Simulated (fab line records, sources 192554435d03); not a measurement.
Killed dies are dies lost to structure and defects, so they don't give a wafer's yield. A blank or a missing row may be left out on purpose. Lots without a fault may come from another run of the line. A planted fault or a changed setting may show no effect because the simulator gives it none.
fab line records | flow n5_finfet
record lots=24 wafers=72 last_day=17
route steps=1938 shown BEOL_M12@1602 BEOL_M13@1669 BEOL_M14@1733
lots that met no fault: from a run of the same line without faults
start_h: hours from the record's first day to the start of the lot's first wafer shown | wait_h: hours since the lot's step before | " the same as in the row above | L1.1+2: a row that stands for several wafers | - no value, or no start given | * or withheld: withheld | < > ~ a bound
route shown NAME@n: a module of which the file shows steps, and the number in the route of the first | usual: mean/standard deviation of fault-free wafers | same: alike in all rows | chamber/n: place in a boat | sites: the reading at each site | _std_site: their standard deviation | _edge_site: outer sites' mean less inner sites' | radius_mm: how far each site lies from the wafer's centre | mask NAME#n: copy n | behind: the tool/chamber that last shaped the wafer | hold: why the lot was held/for how many hours/how that ended | device: the transistor (n, p or np) that didn't switch | end of line: the same wafers' tests at the end of the route | a step without rows: its recipe alone | killed: dies lost to structure and defects at the first sort, not the wafer's yield | map: a wafer's dies, x killed, . not, _ none there
set.NAME: the setting as run; set.NAME@STEP: as run at that earlier step | model.NAME: the simulator's own value behind a step, which no gauge read
steps of the route over a sample of lots; a table a step, a row a wafer
services: from which hour (start_h, from the record's first day; less than 0 if before it) a tool's chamber was out of use, for how many hours, and why
## steps
# step N5_BEOL_M12_ILD_DEP_00
# recipe material=SiOC target_thk_a=6589.2 temp_c=350 precursor=DEMS/O2 pressure_torr=5 rf_w=500 time_s=130.7
# usual heater_power_w=463/68 showerhead_plenum_p_Torr=5.694/0.012 throttle_valve_pct=12.3/0.4
# columns lot.wafer tool chamber start_h wait_h heater_power_w showerhead_plenum_p_Torr throttle_valve_pct
L075.4 pecvd-01 1 233.54 0.1 561 5.692 12.5
L075.5 " 2 " " 374 5.698 11.5
L075.6 " 0 " " 446 5.687 12.8
L074.2 pecvd-01 0 234.29 0.0 472 5.685 12.8
L074.3 " 1 " " 527 5.700 12.3
L074.4 " 2 " " 473 5.692 11.9
L076.2 pecvd-01 2 244.84 0.0 389 5.691 11.8
L076.3 " 0 " " 450 5.707 12.7
L076.6 " 2 " " 425 5.697 11.8
L078.2 pecvd-04 0 247.93 0.0 428 5.676 12.6
L078.3 " 0 " " 426 5.709 12.5
L078.4 " 2 " " 516 5.684 12.3
L077.3 pecvd-04 2 251.39 0.0 452 5.671 12.4
L077.5 " 1 " " 580 5.693 11.7
L077.6 " 0 " " 423 5.692 12.4
L080.1 pecvd-03 2 255.57 0.0 391 5.671 11.8
L080.3 " 0 " " 415 5.700 13.1
L080.4 " 0 " " 421 5.720 13.1
L079.1 pecvd-03 1 258.14 0.0 460 5.691 12.1
L079.2 " 0 " " 409 5.693 13.0
L079.6 " 2 " " 370 5.696 11.8
L081.1 pecvd-01 1 259.81 0.0 565 5.697 12.4
L081.3 " 2 " " 378 5.706 11.6
L081.6 " 2 " " 422 5.696 11.9
L083.1 pecvd-03 0 277.39 0.0 411 5.698 13.1
L083.4 " 2 " " 428 5.698 11.9
L083.5 " 0 " " 441 5.718 13.0
L082.1 pecvd-04 1 277.81 0.0 581 5.702 12.0
L082.3 " 0 " " 428 5.684 12.4
L082.4 " 2 " " 507 5.706 12.4
L084.2 pecvd-01 1 280.00 0.0 547 5.686 12.5
L084.3 " 1 " " 558 5.703 12.6
L084.6 " 1 " " 583 5.707 12.3
L085.2 pecvd-04 0 283.69 0.0 410 5.683 12.6
L085.4 " 1 " " 582 5.711 12.1
L085.5 " 2 " " 459 5.670 12.3
L086.2 pecvd-01 1 287.64 0.0 541 5.704 12.5
L086.3 " 0 " " 412 5.685 13.0
L086.6 " 0 " " 427 5.702 12.6
L089.1 pecvd-03 1 307.07 0.0 544 5.668 12.5
L089.2 " 0 " " 437 5.702 12.9
L089.3 " 0 " " 351 5.717 12.8
L087.3 pecvd-04 1 308.44 0.0 484 5.698 11.9
L087.5 " 0 " " 427 5.672 12.5
L087.6 " 2 " " 473 5.689 12.3
L088.1 pecvd-03 1 315.79 0.0 516 5.682 12.4
L088.5 " 2 " " 434 5.698 12.0
L088.6 " 1 " " 546 5.690 12.3
L090.1 pecvd-04 2 325.15 0.0 416 5.679 12.2
L090.3 " 0 " " 422 5.702 12.5
L090.5 " 1 " " 589 5.698 11.9
L091.2 pecvd-03 1 325.26 0.0 557 5.675 12.1
L091.5 " 1 " " 445 5.673 12.2
L091.6 " 2 " " 336 5.704 11.9
L093.2 pecvd-01 0 336.83 0.0 448 5.694 12.8
L093.3 " 1 " " 524 5.692 12.5
L093.4 " 2 " " 377 5.690 11.9
L092.1 pecvd-03 1 339.69 0.0 558 5.671 12.0
L092.2 " 0 " " 418 5.710 13.1
L092.4 " 0 " " 431 5.697 13.0
L095.2 pecvd-04 1 346.08 0.0 515 5.709 12.1
L095.5 " 0 " " 399 5.684 12.5
L095.6 " 1 " " 540 5.694 11.9
L094.3 pecvd-04 2 349.39 0.0 433 5.681 12.6
L094.4 " 1 " " 605 5.718 11.9
L094.6 " 0 " " 441 5.705 12.2
L096.4 pecvd-01 0 356.49 0.1 440 5.698 12.8
L096.5 " 2 " " 376 5.705 11.7
L096.6 " 1 " " 591 5.686 12.3
L097.2 pecvd-01 2 372.36 0.0 414 5.685 11.8
L097.4 " 2 " " 422 5.699 12.0
L097.6 " 1 " " 588 5.697 12.5
# step N5_BEOL_M12_STRIP_63
# recipe chemistry=N2/H2 power_w=1000 temp_c=250 h2_frac=0.65 overash_fraction=0.3 pressure_mtorr=1000 n2_flow_sccm=1750 h2_flow_sccm=3250
# usual drypump_motor_current_A=6.0/0.62 heater_power_w=384/29 oes_product_au=0.693/0.0047 strip_time_to_endpoint_s=42.5/0.92 temp_c=250.03/0.18
# same overash_fraction=0.3
# columns lot.wafer tool chamber start_h wait_h drypump_motor_current_A heater_power_w oes_product_au rf_hours_counter_h strip_time_to_endpoint_s temp_c
L075.4 plasma_asher-01 1 234.32 - 6.4 388 0.702 - 41.0 250.04
L075.5 " 1 " " 6.3 381 0.696 - 42.3 249.69
L075.6 " 0 " " 5.1 400 0.694 - 43.6 250.12
L074.2 plasma_asher-01 1 235.86 - 6.3 397 0.698 69 42.8 250.23
L074.3 " 1 " " 6.3 383 0.690 - 42.9 250.19
L074.4 " 0 " " 5.1 408 0.695 - 42.5 250.15
L076.2 plasma_asher-01 0 245.94 - 5.1 406 0.688 72 42.8 250.13
L076.3 " 0 " " 5.1 409 0.689 - 42.5 250.00
L076.6 " 0 " " 5.1 404 0.692 - 42.9 249.81
L078.2 plasma_asher-02 0 249.22 - 6.7 393 0.692 118 42.8 249.96
L078.3 " 1 " " 5.9 329 0.685 - 41.5 250.00
L078.4 " 0 " " 6.7 400 0.696 - 42.6 250.10
L077.3 plasma_asher-02 0 252.45 - 6.7 410 0.693 - 42.5 250.07
L077.5 " 0 " " 6.7 401 0.694 - 42.4 250.18
L077.6 " 1 " " 5.9 323 0.686 - 41.5 250.19
L080.1 plasma_asher-02 0 256.53 - 6.7 407 0.699 119 42.0 249.88
L080.3 " 0 " " 6.7 406 0.683 - 42.6 249.88
L080.4 " 1 " " 5.9 326 0.693 - 42.0 250.12
L079.1 plasma_asher-01 0 259.30 - 5.1 413 0.701 76 43.1 249.85
L079.2 " 1 " " 6.4 390 0.688 76 42.1 249.94
L079.6 " 1 " " 6.4 390 0.682 - 41.2 250.07
L081.1 plasma_asher-02 0 260.94 - 6.7 392 0.694 121 42.6 249.74
L081.3 " 0 " " 6.7 400 0.694 - 43.3 249.73
L081.6 " 1 " " 5.9 335 0.693 - 42.8 250.25
L083.1 plasma_asher-02 1 278.71 - 5.9 325 0.694 124 43.4 250.09
L083.4 " 0 " " 6.7 400 0.695 - 42.0 249.92
L083.5 " 1 " " 5.9 330 0.692 - 41.9 250.32
L082.1 plasma_asher-01 0 278.81 - 5.1 417 0.699 80 43.9 250.30
L082.3 " 0 " " 5.1 412 0.684 - 42.4 250.14
L082.4 " 1 " " 6.4 389 0.689 - 44.2 250.34
L084.2 plasma_asher-02 1 280.99 - 5.9 340 0.687 124 42.8 250.15
L084.3 " 0 " " 6.7 404 0.697 - 42.2 249.96
L084.6 " 1 " " 5.9 331 0.692 - 42.2 249.90
L085.2 plasma_asher-01 1 284.50 - 6.4 389 0.686 81 43.3 249.98
L085.4 " 1 " " 6.4 389 0.698 - 43.9 250.07
L085.5 " 0 " " 5.1 397 0.690 - 43.5 249.76
L086.2 plasma_asher-01 1 288.70 - 6.4 386 0.695 82 41.3 250.04
L086.3 " 1 " " 6.3 380 0.693 - 42.9 250.17
L086.6 " 0 " " 5.1 403 0.694 - 42.1 250.38
L089.1 plasma_asher-01 1 308.18 - 6.3 382 0.690 86 43.2 249.99
L089.2 " 0 " " 5.1 404 0.694 86 43.0 250.35
L089.3 " 0 " " 5.1 409 0.695 - 41.8 250.23
L087.3 plasma_asher-02 1 309.47 - 5.9 336 0.689 - 43.0 250.17
L087.5 " 0 " " 6.7 393 0.688 - 41.7 249.96
L087.6 " 1 " " 5.9 332 0.693 - 41.8 250.20
L088.1 plasma_asher-01 0 316.73 - 5.1 395 0.697 88 43.0 250.25
L088.5 " 0 " " 5.1 404 0.698 - 41.7 250.15
L088.6 " 1 " " 6.4 389 0.691 - 42.8 249.79
L090.1 plasma_asher-02 1 326.13 - 5.9 321 0.696 132 42.2 249.54
L090.3 " 1 " " 5.9 334 0.692 - 43.1 249.82
L090.5 " 0 " " 6.7 402 0.696 - 42.1 250.28
L091.2 plasma_asher-01 1 326.40 - 6.4 383 0.698 90 44.0 249.78
L091.5 " 1 " " 6.4 386 0.697 - 42.8 249.77
L091.6 " 0 " " 5.1 409 0.690 - 41.6 249.80
L093.2 plasma_asher-01 1 337.81 - 6.4 380 0.701 92 44.8 249.96
L093.3 " 1 " " 6.4 379 0.688 - 41.8 249.95
L093.4 " 0 " " 5.1 408 0.698 - 44.1 249.98
L092.1 plasma_asher-02 0 340.76 - 6.7 400 0.691 134 43.3 249.85
L092.2 " 1 " " 5.9 332 0.687 134 41.1 249.73
L092.4 " 0 " " 6.8 415 0.687 - 40.1 250.00
L095.2 plasma_asher-01 0 347.03 - 5.1 401 0.701 95 43.3 250.12
L095.5 " 0 " " 5.1 407 0.690 - 41.1 249.74
L095.6 " 1 " " 6.3 383 0.684 - 42.8 250.10
L094.3 plasma_asher-01 1 350.34 - 6.3 380 0.692 - 43.2 249.99
L094.4 " 0 " " 5.1 409 0.697 - 42.6 249.83
L094.6 " 1 " " 6.4 383 0.692 - 42.8 250.43
L096.4 plasma_asher-01 0 357.40 - 5.1 408 0.689 - 42.0 250.28
L096.5 " 1 " " 6.3 379 0.689 - 42.7 249.85
L096.6 " 0 " " 5.1 409 0.697 - 42.0 250.26
L097.2 plasma_asher-02 1 373.44 - 5.9 328 0.696 140 43.2 250.21
L097.4 " 1 " " 5.9 332 0.695 - 42.3 250.27
L097.6 " 0 " " 6.7 388 0.690 - 41.1 250.00
# step N5_BEOL_M12_DEGAS_41
# recipe ambient=vacuum temp_c=250 time_s=60
# usual heater_power_w=340/33
# columns lot.wafer tool chamber start_h wait_h heater_power_w
L075.4 pvd_sputter-01 - 237.72 0.8 300
L075.5 " - " " 399
L075.6 " - " " 293
L074.2 pvd_sputter-03 - 241.64 2.5 388
L074.3 " - " " 361
L074.4 " - " " 343
L076.2 pvd_sputter-01 - 248.12 0.0 305
L076.3 " - " " 364
L076.6 " - " " 302
L078.2 pvd_sputter-02 - 250.99 0.2 299
L078.3 " - " " 341
L078.4 " - " " 332
L077.3 pvd_sputter-02 - 254.02 0.0 308
L077.5 " - " " 343
L077.6 " - " " 321
L080.1 pvd_sputter-01 - 259.94 0.3 323
L080.3 " - " " 400
L080.4 " - " " 369
L079.1 pvd_sputter-01 - 262.70 0.2 397
L079.2 " - " " 318
L079.6 " - " " 389
L081.1 pvd_sputter-02 - 263.12 0.2 347
L081.3 " - " " 307
L081.6 " - " " 344
L083.1 pvd_sputter-02 - 281.23 0.9 321
L083.4 " - " " 297
L083.5 " - " " 346
L082.1 pvd_sputter-01 - 282.32 0.5 392
L082.3 " - " " 318
L082.4 " - " " 370
L084.2 pvd_sputter-02 - 282.80 0.0 313
L084.3 " - " " 342
L084.6 " - " " 326
L085.2 pvd_sputter-02 - 287.36 0.5 327
L085.4 " - " " 297
L085.5 " - " " 312
L086.2 pvd_sputter-02 - 292.23 0.2 317
L086.3 " - " " 348
L086.6 " - " " 332
L089.1 pvd_sputter-02 - 310.16 0.3 347
L089.2 " - " " 311
L089.3 " - " " 293
L087.3 pvd_sputter-02 - 313.52 0.7 323
L087.5 " - " " 308
L087.6 " - " " 293
L088.1 pvd_sputter-03 - 323.59 0.2 343
L088.5 " - " " 408
L088.6 " - " " 340
L090.1 pvd_sputter-01 - 330.91 0.2 360
L090.3 " - " " 307
L090.5 " - " " 406
L091.2 pvd_sputter-03 - 331.39 0.4 342
L091.5 " - " " 347
L091.6 " - " " 391
L093.2 pvd_sputter-03 - 341.26 0.5 348
L093.3 " - " " 394
L093.4 " - " " 344
L092.1 pvd_sputter-03 - 344.32 0.2 376
L092.2 " - " " 336
L092.4 " - " " 400
L095.2 pvd_sputter-02 - 349.40 0.4 318
L095.5 " - " " 328
L095.6 " - " " 326
L094.3 pvd_sputter-03 - 352.08 0.1 402
L094.4 " - " " 337
L094.6 " - " " 369
L096.4 pvd_sputter-03 - 359.44 0.2 389
L096.5 " - " " 395
L096.6 " - " " 344
L097.2 pvd_sputter-03 - 378.42 0.4 361
L097.4 " - " " 335
L097.6 " - " " 342
# step N5_BEOL_M12_SPUTTER_45
# recipe material=Cu target_thk_a=800 temp_c=-20 bias_v=60 power_w=26000 chamber_pressure_pa=0.13 time_s=13.33
# usual throttle_valve_pct=29.7/0.99
# columns lot.wafer tool chamber start_h wait_h throttle_valve_pct
L075.4 pvd_sputter-01 - 237.96 0.0 29.5
L075.5 " - " " 29.4
L075.6 " - " " 29.3
L074.2 pvd_sputter-03 - 241.88 0.0 30.4
L074.3 " - " " 29.1
L074.4 " - " " 28.5
L076.2 pvd_sputter-01 - 248.36 0.0 29.2
L076.3 " - " " 28.6
L076.6 " - " " 29.4
L078.2 pvd_sputter-02 - 251.23 0.0 30.2
L078.3 " - " " 30.1
L078.4 " - " " 28.2
L077.3 pvd_sputter-02 - 254.26 0.0 30.6
L077.5 " - " " 30.4
L077.6 " - " " 28.1
L080.1 pvd_sputter-01 - 260.18 0.0 32.3
L080.3 " - " " 29.5
L080.4 " - " " 28.6
L079.1 pvd_sputter-01 - 262.94 0.0 29.5
L079.2 " - " " 32.2
L079.6 " - " " 29.5
L081.1 pvd_sputter-02 - 263.36 0.0 29.8
L081.3 " - " " 30.1
L081.6 " - " " 30.1
L083.1 pvd_sputter-02 - 281.47 0.0 28.2
L083.4 " - " " 30.6
L083.5 " - " " 29.9
L082.1 pvd_sputter-01 - 282.56 0.0 29.4
L082.3 " - " " 32.1
L082.4 " - " " 28.2
L084.2 pvd_sputter-02 - 283.04 0.0 28.3
L084.3 " - " " 29.9
L084.6 " - " " 28.3
L085.2 pvd_sputter-02 - 287.60 0.0 28.3
L085.4 " - " " 29.9
L085.5 " - " " 30.2
L086.2 pvd_sputter-02 - 292.47 0.0 28.4
L086.3 " - " " 29.9
L086.6 " - " " 28.0
L089.1 pvd_sputter-02 - 310.40 0.0 29.9
L089.2 " - " " 30.3
L089.3 " - " " 30.3
L087.3 pvd_sputter-02 - 313.76 0.0 27.9
L087.5 " - " " 30.3
L087.6 " - " " 30.1
L088.1 pvd_sputter-03 - 323.83 0.0 28.6
L088.5 " - " " 30.9
L088.6 " - " " 28.5
L090.1 pvd_sputter-01 - 331.15 0.0 28.5
L090.3 " - " " 29.3
L090.5 " - " " 29.4
L091.2 pvd_sputter-03 - 331.63 0.0 30.1
L091.5 " - " " 28.9
L091.6 " - " " 30.5
L093.2 pvd_sputter-03 - 341.50 0.0 30.0
L093.3 " - " " 30.4
L093.4 " - " " 28.6
L092.1 pvd_sputter-03 - 344.56 0.0 28.5
L092.2 " - " " 28.7
L092.4 " - " " 30.3
L095.2 pvd_sputter-02 - 349.64 0.0 28.3
L095.5 " - " " 29.9
L095.6 " - " " 28.4
L094.3 pvd_sputter-03 - 352.32 0.0 30.2
L094.4 " - " " 28.6
L094.6 " - " " 28.8
L096.4 pvd_sputter-03 - 359.68 0.0 30.5
L096.5 " - " " 30.6
L096.6 " - " " 30.5
L097.2 pvd_sputter-03 - 378.66 0.0 28.6
L097.4 " - " " 30.2
L097.6 " - " " 28.7
# step N5_BEOL_M13_CD_MEAS_10
# recipe target_cd_nm=190 landing_energy_ev=500 detector=se_inlens polarity=opening
# usual cd_nm=189.9/1.5
# columns lot.wafer tool chamber start_h wait_h cd_nm
L075.4 cd_sem-02 0 239.55 - 190.6
L075.5 " 0 " " 191.7
L075.6 " 0 " " 191.4
L074.2 cd_sem-01 0 243.68 - 189.2
L074.3 " 0 " " 189.6
L074.4 " 0 " " 189.2
L076.2 cd_sem-02 0 249.88 - 192.1
L076.3 " 0 " " 190.5
L076.6 " 0 " " 190.0
L078.2 cd_sem-02 0 252.85 - 191.3
L078.3 " 0 " " 187.8
L078.4 " 0 " " 189.2
L077.3 cd_sem-03 0 255.88 - 188.9
L077.5 " 0 " " 188.9
L077.6 " 0 " " 189.2
L080.1 cd_sem-03 0 261.95 - 189.4
L080.3 " 0 " " 191.2
L080.4 " 0 " " 190.1
L079.1 cd_sem-01 0 265.00 - 190.3
L079.2 " 0 " " 188.2
L079.6 " 0 " " 185.4
L081.1 cd_sem-03 0 265.04 - 190.1
L081.3 " 0 " " 191.0
L081.6 " 0 " " 190.4
L083.1 cd_sem-01 0 283.17 - 187.1
L083.4 " 0 " " 192.1
L083.5 " 0 " " 189.9
L082.1 cd_sem-03 0 284.53 - 187.6
L082.3 " 0 " " 190.0
L082.4 " 0 " " 188.7
L084.2 cd_sem-02 0 284.95 - 188.9
L084.3 " 0 " " 190.0
L084.6 " 0 " " 189.7
L085.2 cd_sem-03 0 289.26 - 194.0
L085.4 " 0 " " 192.0
L085.5 " 0 " " 191.2
L086.2 cd_sem-03 0 294.13 - 191.9
L086.3 " 0 " " 188.0
L086.6 " 0 " " 190.0
L089.1 cd_sem-01 0 312.24 - 189.3
L089.2 " 0 " " 187.7
L089.3 " 0 " " 188.7
L087.3 cd_sem-03 0 315.68 - 189.5
L087.5 " 0 " " 189.3
L087.6 " 0 " " 191.9
L088.1 cd_sem-01 0 325.32 - 189.9
L088.5 " 0 " " 190.6
L088.6 " 0 " " 191.2
L090.1 cd_sem-02 0 333.00 - 189.6
L090.3 " 0 " " 191.0
L090.5 " 0 " " 190.3
L091.2 cd_sem-01 0 333.58 - 192.5
L091.5 " 0 " " 191.1
L091.6 " 0 " " 190.3
L093.2 cd_sem-02 0 343.24 - 190.8
L093.3 " 0 " " 190.3
L093.4 " 0 " " 190.9
L092.1 cd_sem-03 0 346.05 - 191.3
L092.2 " 0 " " 190.1
L092.4 " 0 " " 192.4
L095.2 cd_sem-03 0 351.16 - 191.1
L095.5 " 0 " " 189.1
L095.6 " 0 " " 191.0
L094.3 cd_sem-03 0 353.97 - 188.4
L094.4 " 0 " " 189.0
L094.6 " 0 " " 190.4
L096.4 cd_sem-03 0 363.05 - 192.2
L096.5 " 0 " " 188.6
L096.6 " 0 " " 190.9
L097.2 cd_sem-03 0 380.44 - 186.7
L097.4 " 0 " " 188.4
L097.6 " 0 " " 187.8
# step N5_BEOL_M14_STRIP_64
# recipe chemistry=O2 power_w=600 temp_c=60 pressure_mtorr=30 rf_frequency_hz=6e+07 bias_power_w=0 overash_fraction=0.3 o2_flow_sccm=225
# usual drypump_motor_current_A=5.7/0.56 oes_product_au=0.80/0.068 rf_vpp_V=3.7/0.5 showerhead_plenum_p_Torr=2.05/0.039 temp_c=60.00/0.13 throttle_valve_pct=16.73/0.21
# same overash_fraction=0.3
# columns lot.wafer tool chamber start_h wait_h drypump_motor_current_A oes_product_au rf_hours_counter_h rf_vpp_V showerhead_plenum_p_Torr temp_c throttle_valve_pct
L075.4 rie_diel-05 3 - - 5.0 0.89 48 3.6 2.04 60.22 16.48
L075.5 " 0 " " 5.1 0.84 - 3.9 2.03 59.83 16.52
L075.6 " 3 " " 4.9 0.90 - 3.7 2.04 60.12 16.49
L074.2 rie_diel-05 3 - - 5.0 0.90 49 4.0 2.04 60.03 16.49
L074.3 " 2 " " 6.7 0.71 209 3.0 2.05 59.86 17.10
L074.4 " 1 " " 5.8 0.84 75 2.7 2.06 60.01 16.80
L076.2 rie_diel-05 1 - - 5.8 0.82 78 4.2 2.06 59.90 16.82
L076.3 " 3 " " 5.0 0.89 52 3.7 2.04 60.30 16.48
L076.6 " 1 " " 5.8 0.82 - 4.6 2.06 60.07 16.81
L078.2 rie_diel-05 0 - - 5.1 0.82 93 3.6 2.02 59.97 16.52
L078.3 " 3 " " 5.0 0.88 53 3.7 2.04 60.05 16.51
L078.4 " 2 " " 6.7 0.70 213 3.2 2.05 59.99 17.09
L077.3 rie_diel-04 0 - - 5.9 0.76 156 3.7 2.00 59.95 16.59
L077.5 " 3 " " 6.0 0.89 - 4.2 2.04 60.00 16.43
L077.6 " 0 " " 5.9 0.77 - 2.9 2.00 59.99 16.60
L080.1 rie_diel-04 0 - - 5.9 0.76 158 3.4 2.00 60.21 16.61
L080.3 " 1 " " 5.4 0.83 87 3.1 2.13 60.07 16.81
L080.4 " 2 " " 5.3 0.88 43 4.0 2.06 59.98 16.53
L079.1 rie_diel-05 1 - - 5.8 0.82 84 4.2 2.06 59.89 16.80
L079.2 " 0 " " 5.1 0.83 96 3.2 2.02 60.15 16.54
L079.6 " 1 " " 5.8 0.83 - 3.8 2.06 60.02 16.84
L081.1 rie_diel-01 2 - - 5.3 0.73 169 3.1 2.16 60.05 16.73
L081.3 " 3 " " 6.0 0.78 131 3.3 2.08 60.22 16.74
L081.6 " 0 " " 6.3 0.74 - 4.1 2.11 59.93 16.81
L083.1 rie_diel-05 3 - - 5.0 0.88 64 4.6 2.03 59.91 16.53
L083.4 " 1 " " 5.8 0.81 89 3.5 2.06 59.95 16.83
L083.5 " 2 " " 6.7 0.69 - 3.3 2.05 59.99 17.12
L082.1 rie_diel-04 2 - - 5.4 0.86 51 4.0 2.06 60.04 16.54
L082.3 " 0 " " 5.9 0.75 167 3.5 1.99 60.06 16.62
L082.4 " 3 " " 6.0 0.87 63 3.9 2.04 60.21 16.44
L084.2 rie_diel-05 2 - - 6.7 0.69 225 4.2 2.05 60.14 17.14
L084.3 " 1 " " 5.8 0.82 90 3.9 2.06 59.87 16.82
L084.6 " 2 " " 6.7 0.69 - 4.1 2.05 60.20 17.12
L085.2 rie_diel-05 2 - - 6.7 0.69 226 3.5 2.05 60.07 17.15
L085.4 " 3 " " 5.0 0.88 66 4.1 2.03 60.19 16.52
L085.5 " 1 " " 5.8 0.82 - 3.1 2.06 59.86 16.81
L086.2 rie_diel-04 2 - - 5.4 0.87 54 2.4 2.06 60.17 16.56
L086.3 " 3 " " 6.1 0.87 67 3.3 2.04 60.07 16.44
L086.6 " 3 " " 6.0 0.87 - 3.7 2.04 60.09 16.44
L089.1 rie_diel-05 0 - - 5.1 0.81 114 3.9 2.02 60.10 16.58
L089.2 " 2 " " 6.7 0.69 233 4.2 2.05 60.24 17.15
L089.3 " 3 " " 5.0 0.86 76 3.8 2.03 60.25 16.55
L087.3 rie_diel-05 2 - - 6.7 0.69 234 3.3 2.05 60.10 17.15
L087.5 " 1 " " 5.8 0.80 - 3.8 2.05 59.73 16.83
L087.6 " 0 " " 5.1 0.81 - 2.7 2.02 60.17 16.57
L088.1 rie_diel-01 3 - - 6.0 0.75 154 4.4 2.07 60.01 16.77
L088.5 " 1 " " 5.8 0.92 - 2.5 2.07 59.87 16.96
L088.6 " 0 " " 6.3 0.71 - 3.4 2.10 59.91 16.87
L090.1 rie_diel-01 3 - - 5.9 0.75 156 3.8 2.07 59.71 16.78
L090.3 " 2 " " 5.3 0.71 191 3.5 2.15 59.95 16.77
L090.5 " 1 " " 5.7 0.93 - 3.7 2.07 59.93 16.94
L091.2 rie_diel-05 0 - - 5.1 0.80 123 3.7 2.01 60.10 16.59
L091.5 " 2 " " 6.7 0.68 - 3.4 2.04 59.91 17.15
L091.6 " 3 " " 5.0 0.86 - 3.9 2.03 59.66 16.54
L093.2 rie_diel-04 3 - - 6.0 0.84 83 3.9 2.03 60.08 16.49
L093.3 " 1 " " 5.4 0.80 115 3.4 2.12 59.80 16.86
L093.4 " 2 " " 5.4 0.84 72 3.0 2.05 59.84 16.58
L092.1 rie_diel-01 3 - - 6.0 0.74 161 3.7 2.07 60.01 16.79
L092.2 " 0 " " 6.3 0.71 204 3.7 2.09 60.13 16.88
L092.4 " 1 " " 5.7 0.92 22 4.0 2.07 59.91 16.98
L095.2 rie_diel-05 3 - - 5.0 0.84 88 4.4 2.02 59.91 16.58
L095.5 " 1 " " 5.8 0.78 - 4.1 2.05 60.07 16.87
L095.6 " 0 " " 5.1 0.79 - 3.3 2.01 60.14 16.60
L094.3 rie_diel-04 1 - - 5.4 0.80 120 3.4 2.12 60.03 16.85
L094.4 " 3 " " 6.0 0.82 88 3.5 2.03 59.67 16.49
L094.6 " 1 " " 5.4 0.80 - 4.3 2.12 60.03 16.85
L096.4 rie_diel-05 0 - - 5.1 0.79 - 3.0 2.01 60.12 16.61
L096.5 " 1 " " 5.8 0.78 - 4.1 2.05 60.09 16.87
L096.6 " 3 " " 5.0 0.85 - 2.6 2.02 60.00 16.58
L097.2 rie_diel-04 1 - - 5.4 0.79 129 3.4 2.12 60.11 16.86
L097.4 " 3 " " 6.0 0.82 95 2.9 2.03 59.92 16.50
L097.6 " 1 " " 5.5 0.79 - 4.7 2.12 59.88 16.89
## services
# columns tool chamber start_h hours kind
plasma_asher-02 - 227.11 12.4 pm
rie_diel-05 1 230.89 5.4 repair
pecvd-03 0 235.17 7.8 repair
plasma_asher-02 - 242.04 4.9 repair
rie_diel-04 2 242.38 12.5 repair
pecvd-04 1 244.42 4.1 repair
plasma_asher-02 - 262.95 1.5 repair
pecvd-01 - 264.89 5.5 pm
pecvd-03 2 292.78 6.0 repair
rie_diel-05 2 298.44 8.7 repair
pecvd-01 0 309.70 7.9 repair
rie_diel-01 2 319.59 4.7 repair
pecvd-01 - 321.01 6.0 pm
rie_diel-05 3 327.61 10.9 repair
plasma_asher-02 - 340.14 0.5 repair
rie_diel-01 - 342.20 0.2 repair
plasma_asher-02 - 345.03 0.8 repair
pecvd-01 - 352.23 1.2 repair
rie_diel-05 - 357.67 2.8 pm
rie_diel-05 2 367.49 - clean
rie_diel-05 2 367.49 - consumable_replace:focus_ring
rie_diel-05 2 367.49 10.9 scheduled_down
rie_diel-05 2 367.49 10.9 vent_cycle
pecvd-03 1 377.25 5.0 repair
## key
fault none
